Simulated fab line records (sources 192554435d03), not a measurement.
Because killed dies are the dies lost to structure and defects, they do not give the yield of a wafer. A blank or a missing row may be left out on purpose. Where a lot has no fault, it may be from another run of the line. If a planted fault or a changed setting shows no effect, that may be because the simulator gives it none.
fab line records    flow n5-finfet
record: lots: 24  wafers: 72  last-day: 18
route steps=1938 shown BEOL_M3@990 BEOL_M4@1022
lots that met no fault: taken from a fault-free run of the same line
start-h: the number of hours between the record's first day and the start of the first shown wafer of the lot    wait-h: time in hours since the lot's previous step    " same as the row above    L1.1+2: several wafers, shown together as one row    - no value, or no start was given    * or withheld: withheld    < > ~ a bound
route shown NAME@n: names a module that has steps shown in the file, with the first one's number in the route    usual: mean and standard deviation over wafers with no fault    same: alike in all rows    chamber/n: place in a boat    sites: each site's reading    _std_site: the values' standard deviation    _edge_site: the outer-site mean with the inner-site mean subtracted    radius-mm: how far each site lies from the wafer's centre    mask NAME#n: copy n    behind: tool/chamber where the wafer was last shaped    hold: why the lot was held/for how many hours/how that ended    device: transistor that didn't switch, given as n, p or np    end of line: the same wafers' tests at the end of the route    a step given without rows: its recipe and nothing more    killed: not the wafer's yield, but the dies lost to structure and defects at the first sort    map: a wafer's dies, marking killed ones x, the rest . and places with no die _
set.NAME: setting as actually run; set.NAME@STEP: the setting as run at that earlier step    model.NAME: the simulator's own value behind a step, which no gauge read
the route's steps for a sample of lots (tables are steps, rows are wafers)
services: when a tool's chamber went out of use (start-h, in hours from the record's first day, below 0 if earlier), for how many hours, and the reason
== steps ==
step: N5_BEOL_M3_PRE_CLEAN_45
recipe: gas: H2/He  time-s: 30  temp-c: 250
usual: heater-power-w: 336/23
lot.wafer  tool            chamber  start-h  wait-h  heater-power-w
L074.1     pvd-sputter-03  -        165.40   0.0     312
L074.3     "               -        "        "       330
L074.5     "               -        "        "       367
L076.1     pvd-sputter-03  -        169.84   0.0     372
L076.3     "               -        "        "       339
L076.6     "               -        "        "       364
L075.3     pvd-sputter-01  -        169.86   0.0     297
L075.4     "               -        "        "       332
L075.6     "               -        "        "       376
L077.1     pvd-sputter-01  -        172.65   0.0     300
L077.3     "               -        "        "       330
L077.5     "               -        "        "       375
L078.2     pvd-sputter-03  -        179.79   0.0     366
L078.4     "               -        "        "       339
L078.5     "               -        "        "       337
L079.3     pvd-sputter-01  -        183.30   0.0     341
L079.4     "               -        "        "       326
L079.6     "               -        "        "       294
L080.1     pvd-sputter-01  -        183.46   0.0     350
L080.2     "               -        "        "       300
L080.6     "               -        "        "       367
L081.2     pvd-sputter-03  -        208.96   0.0     313
L081.4     "               -        "        "       338
L081.5     "               -        "        "       339
L082.2     pvd-sputter-01  -        209.29   0.0     339
L082.4     "               -        "        "       295
L082.6     "               -        "        "       336
L084.1     pvd-sputter-03  -        218.19   0.0     328
L084.3     "               -        "        "       360
L084.4     "               -        "        "       327
L083.2     pvd-sputter-02  -        218.22   0.0     317
L083.4     "               -        "        "       357
L083.5     "               -        "        "       367
L085.3     pvd-sputter-03  -        230.37   0.0     315
L085.5     "               -        "        "       310
L085.6     "               -        "        "       367
L087.2     pvd-sputter-03  -        233.63   0.0     334
L087.4     "               -        "        "       304
L087.6     "               -        "        "       311
L088.2     pvd-sputter-01  -        239.12   0.0     292
L088.3     "               -        "        "       369
L088.5     "               -        "        "       337
L086.1     pvd-sputter-03  -        244.48   0.0     329
L086.2     "               -        "        "       314
L086.5     "               -        "        "       336
L089.2     pvd-sputter-03  -        244.56   0.0     353
L089.4     "               -        "        "       345
L089.6     "               -        "        "       313
L091.2     pvd-sputter-01  -        251.44   0.0     349
L091.4     "               -        "        "       327
L091.6     "               -        "        "       353
L090.1     pvd-sputter-02  -        254.83   0.0     336
L090.5     "               -        "        "       336
L090.6     "               -        "        "       366
L092.2     pvd-sputter-02  -        266.33   0.0     330
L092.5     "               -        "        "       357
L092.6     "               -        "        "       319
L093.3     pvd-sputter-01  -        272.59   0.0     295
L093.4     "               -        "        "       339
L093.5     "               -        "        "       295
L094.4     pvd-sputter-02  -        283.35   0.0     323
L094.5     "               -        "        "       342
L094.6     "               -        "        "       297
L095.1     pvd-sputter-03  -        284.75   0.0     339
L095.5     "               -        "        "       335
L095.6     "               -        "        "       309
L097.1     pvd-sputter-03  -        303.30   0.0     338
L097.4     "               -        "        "       334
L097.5     "               -        "        "       317
L096.1     pvd-sputter-03  -        303.48   0.0     353
L096.2     "               -        "        "       334
L096.3     "               -        "        "       336
step: N5_BEOL_M3_ANNEAL_87
recipe: temp-c: 400  time-s: 240  ambient: vacuum
usual: heater-power-w: 840/54
lot.wafer  tool            chamber  start-h  wait-h  heater-power-w
L074.1     pvd-sputter-03  -        168.10   0.0     834
L074.3     "               -        "        "       926
L074.5     "               -        "        "       836
L076.1     pvd-sputter-03  -        171.16   0.0     794
L076.3     "               -        "        "       828
L076.6     "               -        "        "       837
L075.3     pvd-sputter-01  -        171.18   0.0     910
L075.4     "               -        "        "       925
L075.6     "               -        "        "       731
L077.1     pvd-sputter-01  -        174.14   0.0     848
L077.3     "               -        "        "       914
L077.5     "               -        "        "       931
L078.2     pvd-sputter-03  -        182.77   0.0     928
L078.4     "               -        "        "       771
L078.5     "               -        "        "       832
L080.1     pvd-sputter-03  -        184.93   0.0     822
L080.2     "               -        "        "       785
L080.6     "               -        "        "       850
L079.3     pvd-sputter-02  -        186.49   0.0     799
L079.4     "               -        "        "       823
L079.6     "               -        "        "       811
L082.2     pvd-sputter-03  -        210.71   0.0     900
L082.4     "               -        "        "       773
L082.6     "               -        "        "       840
L081.2     pvd-sputter-01  -        210.74   0.0     830
L081.4     "               -        "        "       852
L081.5     "               -        "        "       862
L084.1     pvd-sputter-03  -        219.76   0.0     919
L084.3     "               -        "        "       805
L084.4     "               -        "        "       782
L083.2     pvd-sputter-02  -        219.90   0.0     845
L083.4     "               -        "        "       903
L083.5     "               -        "        "       830
L085.3     pvd-sputter-02  -        232.13   0.0     909
L085.5     "               -        "        "       919
L085.6     "               -        "        "       777
L087.2     pvd-sputter-02  -        235.01   0.0     825
L087.4     "               -        "        "       785
L087.6     "               -        "        "       830
L088.2     pvd-sputter-01  -        242.64   0.0     852
L088.3     "               -        "        "       814
L088.5     "               -        "        "       928
L086.1     pvd-sputter-02  -        245.80   0.0     782
L086.2     "               -        "        "       812
L086.5     "               -        "        "       778
L089.2     pvd-sputter-03  -        245.96   0.0     916
L089.4     "               -        "        "       817
L089.6     "               -        "        "       763
L091.2     pvd-sputter-03  -        253.05   0.0     858
L091.4     "               -        "        "       823
L091.6     "               -        "        "       835
L090.1     pvd-sputter-02  -        256.35   0.0     858
L090.5     "               -        "        "       920
L090.6     "               -        "        "       809
L092.2     pvd-sputter-01  -        269.41   0.0     744
L092.5     "               -        "        "       840
L092.6     "               -        "        "       844
L093.3     pvd-sputter-02  -        273.85   0.0     887
L093.4     "               -        "        "       768
L093.5     "               -        "        "       825
L094.4     pvd-sputter-02  -        284.77   0.0     826
L094.5     "               -        "        "       924
L094.6     "               -        "        "       860
L095.1     pvd-sputter-03  -        286.11   0.0     836
L095.5     "               -        "        "       920
L095.6     "               -        "        "       765
L097.1     pvd-sputter-03  -        304.85   0.0     776
L097.4     "               -        "        "       852
L097.5     "               -        "        "       830
L096.1     pvd-sputter-01  -        306.54   0.0     864
L096.2     "               -        "        "       835
L096.3     "               -        "        "       903
step: N5_BEOL_M4_THK_MEAS_01
recipe: reads: SiOC_of_BEOL_M4_ILD_DEP_00
usual: M4_ILD_THK: 78.9/1.3
lot.wafer  tool           chamber  start-h  wait-h  M4_ILD_THK[nm]
L074.1     film-metro-02  -        170.45   0.0     79.1
L074.3     "              -        "        "       77.4
L074.5     "              -        "        "       79.5
L076.1     film-metro-02  -        173.39   0.0     79.7
L076.3     "              -        "        "       78.5
L076.6     "              -        "        "       80.6
L075.3     film-metro-02  -        173.47   0.1     77.6
L075.4     "              -        "        "       79.5
L075.6     "              -        "        "       80.9
L077.1     film-metro-02  -        176.34   0.0     78.7
L077.3     "              -        "        "       78.1
L077.5     "              -        "        "       79.9
L078.2     film-metro-02  -        185.18   0.1     79.8
L078.4     "              -        "        "       79.6
L078.5     "              -        "        "       78.5
L080.1     film-metro-02  -        187.13   0.0     77.5
L080.2     "              -        "        "       80.0
L080.6     "              -        "        "       77.8
L079.3     film-metro-01  -        188.70   0.1     77.7
L079.4     "              -        "        "       79.0
L079.6     "              -        "        "       80.2
L082.2     film-metro-01  -        212.91   0.1     77.1
L082.4     "              -        "        "       80.3
L082.6     "              -        "        "       77.5
L081.2     film-metro-01  -        212.95   0.1     78.2
L081.4     "              -        "        "       78.8
L081.5     "              -        "        "       79.2
L084.1     film-metro-01  -        222.06   0.0     78.3
L084.3     "              -        "        "       80.6
L084.4     "              -        "        "       81.8
L083.2     film-metro-01  -        222.54   0.1     80.0
L083.4     "              -        "        "       79.1
L083.5     "              -        "        "       81.6
L085.3     film-metro-01  -        234.53   0.1     77.6
L085.5     "              -        "        "       79.7
L085.6     "              -        "        "       81.3
L087.2     film-metro-02  -        237.26   0.1     78.9
L087.4     "              -        "        "       79.3
L087.6     "              -        "        "       81.8
L088.2     film-metro-01  -        245.12   0.1     77.8
L088.3     "              -        "        "       78.3
L088.5     "              -        "        "       77.2
L086.1     film-metro-02  -        248.07   0.0     78.6
L086.2     "              -        "        "       77.8
L086.5     "              -        "        "       80.3
L089.2     film-metro-01  -        248.16   0.1     77.7
L089.4     "              -        "        "       78.8
L089.6     "              -        "        "       77.4
L091.2     film-metro-01  -        255.34   0.1     79.2
L091.4     "              -        "        "       82.1
L091.6     "              -        "        "       81.1
L090.1     film-metro-02  -        258.68   0.0     77.1
L090.5     "              -        "        "       78.8
L090.6     "              -        "        "       80.6
L092.2     film-metro-01  -        271.62   0.1     77.8
L092.5     "              -        "        "       78.8
L092.6     "              -        "        "       80.2
L093.3     film-metro-01  -        276.45   0.1     78.7
L093.4     "              -        "        "       78.9
L093.5     "              -        "        "       77.0
L094.4     film-metro-02  -        287.04   0.0     78.9
L094.5     "              -        "        "       80.2
L094.6     "              -        "        "       79.1
L095.1     film-metro-01  -        288.33   0.0     79.5
L095.5     "              -        "        "       80.4
L095.6     "              -        "        "       80.0
L097.1     film-metro-02  -        307.14   0.0     77.4
L097.4     "              -        "        "       79.9
L097.5     "              -        "        "       77.7
L096.1     film-metro-01  -        308.75   0.0     78.2
L096.2     "              -        "        "       79.1
L096.3     "              -        "        "       76.8
step: N5_BEOL_M4_CD_MEAS_28
recipe: target-cd-nm: 26.2  landing-energy-ev: 500  detector: se-inlens  target-cd-y-nm: 24.1  polarity: opening
usual: cd-nm: 26.16/0.23
lot.wafer  tool       chamber  start-h  wait-h  cd-nm
L074.1     cd-sem-02  0        173.36   -       25.95
L074.3     "          0        "        "       26.41
L074.5     "          0        "        "       26.44
L076.1     cd-sem-02  0        176.46   -       26.17
L076.3     "          0        "        "       25.99
L076.6     "          0        "        "       25.94
L075.3     cd-sem-03  0        176.52   -       26.53
L075.4     "          0        "        "       25.95
L075.6     "          0        "        "       26.37
L077.1     cd-sem-02  0        179.96   -       25.88
L077.3     "          0        "        "       25.75
L077.5     "          0        "        "       26.02
L078.2     cd-sem-03  0        189.71   -       26.38
L078.4     "          0        "        "       26.49
L078.5     "          0        "        "       26.12
L080.1     cd-sem-02  0        190.52   -       26.56
L080.2     "          0        "        "       26.53
L080.6     "          0        "        "       26.14
L079.3     cd-sem-03  0        191.93   -       25.75
L079.4     "          0        "        "       25.75
L079.6     "          0        "        "       26.10
L082.2     cd-sem-01  0        215.07   -       26.34
L082.4     "          0        "        "       26.31
L082.6     "          0        "        "       25.96
L081.2     cd-sem-02  0        215.43   -       26.05
L081.4     "          0        "        "       26.24
L081.5     "          0        "        "       26.33
L084.1     cd-sem-02  0        223.98   -       26.29
L084.3     "          0        "        "       25.82
L084.4     "          0        "        "       26.27
L083.2     cd-sem-02  0        224.42   -       26.42
L083.4     "          0        "        "       26.07
L083.5     "          0        "        "       26.29
L085.3     cd-sem-02  0        239.57   -       25.93
L085.5     "          0        "        "       25.83
L085.6     "          0        "        "       25.92
L087.2     cd-sem-03  0        240.50   -       25.94
L087.4     "          0        "        "       25.88
L087.6     "          0        "        "       26.05
L088.2     cd-sem-01  0        248.05   -       26.03
L088.3     "          0        "        "       25.99
L088.5     "          0        "        "       26.07
L086.1     cd-sem-02  0        251.95   -       26.14
L086.2     "          0        "        "       26.34
L086.5     "          0        "        "       26.05
L089.2     cd-sem-02  0        252.62   -       26.53
L089.4     "          0        "        "       26.07
L089.6     "          0        "        "       26.09
L091.2     cd-sem-01  0        256.90   -       26.29
L091.4     "          0        "        "       26.32
L091.6     "          0        "        "       25.89
L090.1     cd-sem-02  0        260.87   -       26.40
L090.5     "          0        "        "       26.14
L090.6     "          0        "        "       25.97
L092.2     cd-sem-02  0        273.92   -       26.26
L092.5     "          0        "        "       26.34
L092.6     "          0        "        "       26.27
L093.3     cd-sem-03  0        280.54   -       26.38
L093.4     "          0        "        "       26.01
L093.5     "          0        "        "       26.89
L094.4     cd-sem-02  0        289.44   -       25.99
L094.5     "          0        "        "       26.14
L094.6     "          0        "        "       26.23
L095.1     cd-sem-03  0        290.45   -       26.59
L095.5     "          0        "        "       26.25
L095.6     "          0        "        "       26.25
L097.1     cd-sem-03  0        309.30   -       26.65
L097.4     "          0        "        "       25.95
L097.5     "          0        "        "       26.30
L096.1     cd-sem-03  0        310.36   -       25.93
L096.2     "          0        "        "       25.87
L096.3     "          0        "        "       26.26
step: N5_BEOL_M4_ETCHBACK_99
recipe: chemistry: CHF3  target: SiO2  target-depth-a: 50  time-s: 10.4  source-w: 215  bias-w: 47  Ar_flow_sccm: 200  CHF3_flow_sccm: 12  ion-energy-ev: 100  pressure-mtorr: 30
usual: drypump-motor-current-A: 5.7/0.35  oes-product-au: 0.82/0.083  rf-vpp-V: 240/4.2  showerhead-plenum-p-Torr: 2.18/0.076  throttle-valve-pct: 17.12/0.19
lot.wafer  tool         chamber  start-h  wait-h  drypump-motor-current-A  oes-product-au  rf-hours-counter-h  rf-vpp-V  showerhead-plenum-p-Torr  throttle-valve-pct
L074.1     rie-diel-03  0        178.70   4.5     5.5                      0.71            194                 247       2.21                      17.43
L074.3     "            2        "        "       5.7                      0.75            166                 233       2.07                      17.10
L074.5     "            2        "        "       5.7                      0.74            -                   234       2.07                      17.09
L075.3     rie-diel-01  0        178.94   1.7     6.2                      0.79            126                 238       2.18                      17.25
L075.4     "            0        "        "       6.2                      0.79            -                   240       2.18                      17.25
L075.6     "            2        "        "       6.2                      0.97            -                   244       2.23                      17.17
L076.1     rie-diel-03  3        193.03   15.9    5.6                      0.85            69                  236       2.20                      17.02
L076.3     "            1        "        "       5.3                      0.70            221                 243       2.05                      17.41
L076.6     "            0        "        "       5.5                      0.71            -                   247       2.21                      17.46
L077.1     rie-diel-01  0        193.79   13.2    6.2                      0.79            133                 238       2.18                      17.27
L077.3     "            3        "        "       5.1                      0.95            6                   237       2.28                      16.75
L077.5     "            1        "        "       5.9                      0.76            -                   246       2.25                      16.94
L078.2     rie-diel-05  3        196.59   5.9     5.3                      0.96            12                  240       2.09                      17.15
L078.4     "            0        "        "       5.8                      0.75            187                 240       2.11                      16.93
L078.5     "            1        "        "       5.8                      0.89            -                   239       2.21                      16.86
L080.1     rie-diel-03  1        196.83   5.1     5.4                      0.70            223                 242       2.05                      17.41
L080.2     "            0        "        "       5.5                      0.70            203                 245       2.21                      17.45
L080.6     "            2        "        "       5.7                      0.76            -                   233       2.07                      17.10
L079.3     rie-diel-03  1        199.55   7.3     5.4                      0.71            223                 244       2.05                      17.42
L079.4     "            3        "        "       5.6                      0.84            72                  235       2.20                      17.03
L079.6     "            3        "        "       5.6                      0.83            -                   235       2.20                      17.04
L082.2     rie-diel-05  3        221.56   6.1     5.3                      0.92            21                  240       2.09                      17.17
L082.4     "            1        "        "       5.8                      0.86            58                  239       2.21                      16.88
L082.6     "            0        "        "       5.8                      0.74            -                   240       2.11                      16.96
L081.2     rie-diel-01  1        221.74   5.8     5.9                      0.77            126                 247       2.25                      16.97
L081.4     "            0        "        "       6.2                      0.78            143                 239       2.17                      17.31
L081.5     "            3        "        "       5.1                      0.92            -                   237       2.28                      16.78
L083.2     rie-diel-01  3        224.82   0.1     5.1                      0.93            18                  236       2.28                      16.78
L083.4     "            2        "        "       6.2                      0.93            34                  247       2.23                      17.21
L083.5     "            3        "        "       5.1                      0.92            -                   236       2.28                      16.79
L084.1     rie-diel-03  1        224.82   0.2     5.4                      0.70            232                 243       2.05                      17.42
L084.3     "            0        "        "       5.6                      0.70            212                 246       2.20                      17.46
L084.4     "            2        "        "       5.7                      0.73            184                 233       2.06                      17.12
L085.3     rie-diel-01  3        246.41   6.5     5.1                      0.90            23                  236       2.28                      16.78
L085.5     "            1        "        "       5.9                      0.77            -                   246       2.25                      16.98
L085.6     "            0        "        "       6.2                      0.77            -                   239       2.17                      17.32
L087.2     rie-diel-01  3        246.89   6.0     5.1                      0.90            24                  238       2.28                      16.78
L087.4     "            0        "        "       6.2                      0.77            150                 239       2.17                      17.31
L087.6     "            1        "        "       5.9                      0.76            -                   246       2.25                      16.97
L088.2     rie-diel-01  2        250.69   2.3     6.2                      0.93            42                  244       2.22                      17.21
L088.3     "            3        "        "       5.1                      0.90            25                  238       2.28                      16.79
L088.5     "            3        "        "       5.1                      0.90            -                   237       2.28                      16.80
L086.1     rie-diel-03  1        253.99   1.4     5.4                      0.70            242                 242       2.04                      17.43
L086.2     "            0        "        "       5.5                      0.69            222                 245       2.20                      17.48
L086.5     "            2        "        "       5.7                      0.73            -                   233       2.06                      17.14
L089.2     rie-diel-05  2        254.48   1.6     5.8                      0.91            41                  240       2.10                      17.30
L089.4     "            0        "        "       5.8                      0.74            207                 239       2.10                      16.97
L089.6     "            2        "        "       5.8                      0.90            -                   241       2.10                      17.28
L091.2     rie-diel-01  0        265.05   7.8     6.2                      0.77            156                 239       2.17                      17.30
L091.4     "            2        "        "       6.2                      0.91            48                  244       2.22                      17.23
L091.6     "            2        "        "       6.2                      0.91            -                   245       2.22                      17.23
L090.1     rie-diel-01  3        274.20   12.8    5.1                      0.88            34                  238       2.27                      16.80
L090.5     "            3        "        "       5.1                      0.88            -                   239       2.27                      16.80
L090.6     "            2        "        "       6.2                      0.89            -                   243       2.22                      17.23
L092.2     rie-diel-01  3        278.44   4.1     5.1                      0.89            35                  237       2.27                      16.82
L092.5     "            2        "        "       6.2                      0.88            -                   248       2.22                      17.23
L092.6     "            1        "        "       5.9                      0.75            -                   246       2.24                      16.99
L093.3     rie-diel-03  0        281.88   0.3     5.5                      0.69            231                 245       2.20                      17.49
L093.4     "            0        "        "       5.6                      0.69            -                   246       2.20                      17.49
L093.5     "            3        "        "       5.6                      0.81            -                   237       2.19                      17.07
L094.4     rie-diel-03  1        296.92   7.2     5.3                      0.99            -                   248       2.31                      17.07
L094.5     "            3        "        "       5.6                      0.80            -                   237       2.18                      17.08
L094.6     "            2        "        "       5.7                      0.71            -                   235       2.05                      17.16
L095.1     rie-diel-05  1        297.10   6.3     5.8                      0.84            79                  240       2.20                      16.92
L095.5     "            2        "        "       5.8                      0.86            -                   242       2.09                      17.32
L095.6     "            3        "        "       5.3                      0.87            -                   240       2.08                      17.22
L097.1     rie-diel-01  2        320.27   10.5    6.2                      0.87            69                  243       2.21                      17.25
L097.4     "            1        "        "       5.9                      0.73            -                   245       2.24                      17.04
L097.5     "            2        "        "       6.2                      0.86            -                   245       2.21                      17.24
L096.1     rie-diel-05  0        320.53   9.8     5.8                      0.72            228                 240       2.10                      17.01
L096.2     "            3        "        "       5.3                      0.87            59                  240       2.07                      17.22
L096.3     "            2        "        "       5.9                      0.86            69                  240       2.09                      17.33
step: N5_BEOL_M4_ETCH_70
recipe: chemistry: N2/H2  target: SOC  target-depth-a: 800  overetch-a: 240  mask-material: SiARC  temp-c: 40  time-s: 130  ion-energy-ev: 200  pressure-mtorr: 30  source-w: 840  bias-w: 150  n2-flow-sccm: 200  h2-flow-sccm: 200
usual: drypump-motor-current-A: 5.7/0.35  oes-product-au: 0.59/0.057  rf-vpp-V: 524.5/2.7  showerhead-plenum-p-Torr: 2.56/0.089  throttle-valve-pct: 17.79/0.23
lot.wafer  tool         chamber  start-h  wait-h  drypump-motor-current-A  oes-product-au  rf-hours-counter-h  rf-vpp-V  showerhead-plenum-p-Torr  throttle-valve-pct
L074.1     rie-diel-03  0        178.74   0.0     5.5                      0.51            195                 526.0     2.62                      18.16
L074.3     "            2        "        "       5.8                      0.55            166                 519.6     2.44                      17.88
L074.5     "            2        "        "       5.8                      0.54            -                   522.2     2.44                      17.88
L075.3     rie-diel-01  0        178.98   0.0     6.2                      0.58            126                 524.2     2.54                      17.80
L075.4     "            0        "        "       6.2                      0.58            -                   524.3     2.54                      17.79
L075.6     "            2        "        "       6.2                      0.69            -                   525.2     2.59                      17.67
L076.1     rie-diel-03  3        193.07   0.0     5.6                      0.60            69                  524.9     2.57                      17.64
L076.3     "            1        "        "       5.4                      0.52            221                 519.6     2.38                      17.86
L076.6     "            0        "        "       5.6                      0.51            -                   526.3     2.61                      18.20
L077.1     rie-diel-01  0        193.83   0.0     6.2                      0.57            133                 522.1     2.53                      17.81
L077.3     "            3        "        "       5.1                      0.69            6                   528.2     2.71                      17.52
L077.5     "            1        "        "       6.0                      0.58            -                   527.4     2.65                      17.61
L078.2     rie-diel-05  3        196.63   0.0     5.3                      0.67            12                  524.0     2.48                      17.94
L078.4     "            0        "        "       5.8                      0.55            187                 522.9     2.52                      17.80
L078.5     "            1        "        "       5.9                      0.64            -                   526.6     2.57                      17.30
L080.1     rie-diel-03  1        196.87   0.0     5.4                      0.52            223                 519.5     2.37                      17.86
L080.2     "            0        "        "       5.6                      0.51            203                 527.5     2.61                      18.20
L080.6     "            2        "        "       5.7                      0.55            -                   521.0     2.44                      17.91
L079.3     rie-diel-03  1        199.58   0.0     5.4                      0.51            223                 519.2     2.37                      17.84
L079.4     "            3        "        "       5.6                      0.61            72                  526.1     2.57                      17.65
L079.6     "            3        "        "       5.6                      0.60            -                   524.2     2.57                      17.64
L082.2     rie-diel-05  3        221.59   0.0     5.3                      0.66            21                  522.5     2.48                      17.95
L082.4     "            1        "        "       5.8                      0.63            58                  523.6     2.57                      17.33
L082.6     "            0        "        "       5.8                      0.54            -                   524.4     2.52                      17.79
L081.2     rie-diel-01  1        221.78   0.0     6.0                      0.57            126                 526.5     2.65                      17.63
L081.4     "            0        "        "       6.2                      0.57            143                 523.9     2.53                      17.83
L081.5     "            3        "        "       5.1                      0.67            -                   528.9     2.70                      17.53
L083.2     rie-diel-01  3        224.85   0.0     5.1                      0.68            18                  527.7     2.70                      17.52
L083.4     "            2        "        "       6.2                      0.67            34                  525.4     2.58                      17.69
L083.5     "            3        "        "       5.1                      0.67            -                   530.0     2.70                      17.53
L084.1     rie-diel-03  1        224.85   0.0     5.4                      0.51            232                 519.6     2.37                      17.88
L084.3     "            0        "        "       5.6                      0.50            212                 524.6     2.61                      18.21
L084.4     "            2        "        "       5.7                      0.53            184                 520.7     2.43                      17.92
L085.3     rie-diel-01  3        246.44   0.0     5.1                      0.66            23                  527.5     2.70                      17.54
L085.5     "            1        "        "       5.9                      0.57            -                   528.1     2.65                      17.62
L085.6     "            0        "        "       6.2                      0.57            -                   524.0     2.53                      17.84
L087.2     rie-diel-01  3        246.93   0.0     5.2                      0.67            24                  529.5     2.70                      17.55
L087.4     "            0        "        "       6.2                      0.57            150                 524.9     2.53                      17.83
L087.6     "            1        "        "       5.9                      0.57            -                   527.7     2.65                      17.62
L088.2     rie-diel-01  2        250.72   0.0     6.2                      0.65            42                  525.1     2.57                      17.71
L088.3     "            3        "        "       5.1                      0.66            25                  528.2     2.70                      17.54
L088.5     "            3        "        "       5.1                      0.66            -                   529.8     2.70                      17.55
L086.1     rie-diel-03  1        254.02   0.0     5.4                      0.50            242                 520.9     2.37                      17.90
L086.2     "            0        "        "       5.6                      0.50            222                 525.4     2.61                      18.23
L086.5     "            2        "        "       5.8                      0.54            -                   520.5     2.43                      17.95
L089.2     rie-diel-05  2        254.52   0.0     5.8                      0.65            41                  522.1     2.50                      18.32
L089.4     "            0        "        "       5.8                      0.53            207                 523.8     2.51                      17.82
L089.6     "            2        "        "       5.8                      0.64            -                   522.6     2.50                      18.30
L091.2     rie-diel-01  0        265.08   0.0     6.2                      0.56            156                 523.4     2.52                      17.85
L091.4     "            2        "        "       6.2                      0.64            48                  526.4     2.57                      17.72
L091.6     "            2        "        "       6.2                      0.65            -                   524.7     2.57                      17.72
L090.1     rie-diel-01  3        274.23   0.0     5.1                      0.65            34                  529.0     2.69                      17.57
L090.5     "            3        "        "       5.2                      0.65            -                   527.5     2.69                      17.56
L090.6     "            2        "        "       6.2                      0.65            -                   524.7     2.57                      17.73
L092.2     rie-diel-01  3        278.48   0.0     5.2                      0.65            35                  527.3     2.69                      17.55
L092.5     "            2        "        "       6.2                      0.65            -                   525.7     2.57                      17.70
L092.6     "            1        "        "       5.9                      0.56            -                   526.4     2.64                      17.66
L093.3     rie-diel-03  0        281.91   0.0     5.5                      0.50            231                 524.9     2.60                      18.24
L093.4     "            0        "        "       5.5                      0.50            -                   524.0     2.60                      18.23
L093.5     "            3        "        "       5.6                      0.59            -                   524.8     2.56                      17.70
L094.4     rie-diel-03  1        296.98   0.0     5.4                      0.72            -                   527.7     2.68                      17.58
L094.5     "            3        "        "       5.7                      0.58            -                   524.2     2.56                      17.70
L094.6     "            2        "        "       5.7                      0.52            -                   520.4     2.42                      17.95
L095.1     rie-diel-05  1        297.13   0.0     5.8                      0.62            79                  525.0     2.56                      17.36
L095.5     "            2        "        "       5.9                      0.63            -                   521.9     2.50                      18.33
L095.6     "            3        "        "       5.3                      0.62            -                   521.5     2.47                      18.00
L097.1     rie-diel-01  2        320.31   0.0     6.2                      0.63            69                  524.3     2.56                      17.74
L097.4     "            1        "        "       5.9                      0.55            -                   526.9     2.64                      17.69
L097.5     "            2        "        "       6.2                      0.63            -                   526.4     2.56                      17.74
L096.1     rie-diel-05  0        320.56   0.0     5.8                      0.52            228                 523.5     2.50                      17.87
L096.2     "            3        "        "       5.3                      0.62            59                  522.9     2.46                      18.02
L096.3     "            2        "        "       5.9                      0.62            69                  521.5     2.49                      18.36
== services ==
tool            chamber  start-h  hours  kind
pvd-sputter-01  -        141.50   2.1    repair
rie-diel-05     -        143.37   14.6   pm
rie-diel-03     3        149.91   2.5    repair
rie-diel-01     3        153.44   -      clean
rie-diel-01     3        153.44   -      consumable-replace:focus-ring
rie-diel-01     3        153.44   -      consumable-replace:showerhead
rie-diel-01     3        153.44   27.5   scheduled-down
rie-diel-01     3        153.44   27.5   vent-cycle
rie-diel-05     -        180.40   15.6   pm
rie-diel-03     -        253.52   0.4    repair
rie-diel-05     0        265.47   8.7    repair
rie-diel-03     1        276.68   -      clean
rie-diel-03     1        276.68   -      consumable-replace:focus-ring
rie-diel-03     1        276.68   -      consumable-replace:showerhead
rie-diel-03     1        276.68   18.7   scheduled-down
rie-diel-05     2        279.25   2.4    repair
rie-diel-05     0        287.52   1.8    repair
rie-diel-01     3        288.67   23.6   repair
pvd-sputter-02  -        288.91   7.9    repair
rie-diel-05     1        290.79   6.3    repair
rie-diel-03     0        293.22   10.1   repair
pvd-sputter-02  -        303.50   6.2    repair
rie-diel-01     0        317.16   9.8    repair
rie-diel-05     1        317.84   8.7    repair
== key ==
fault none
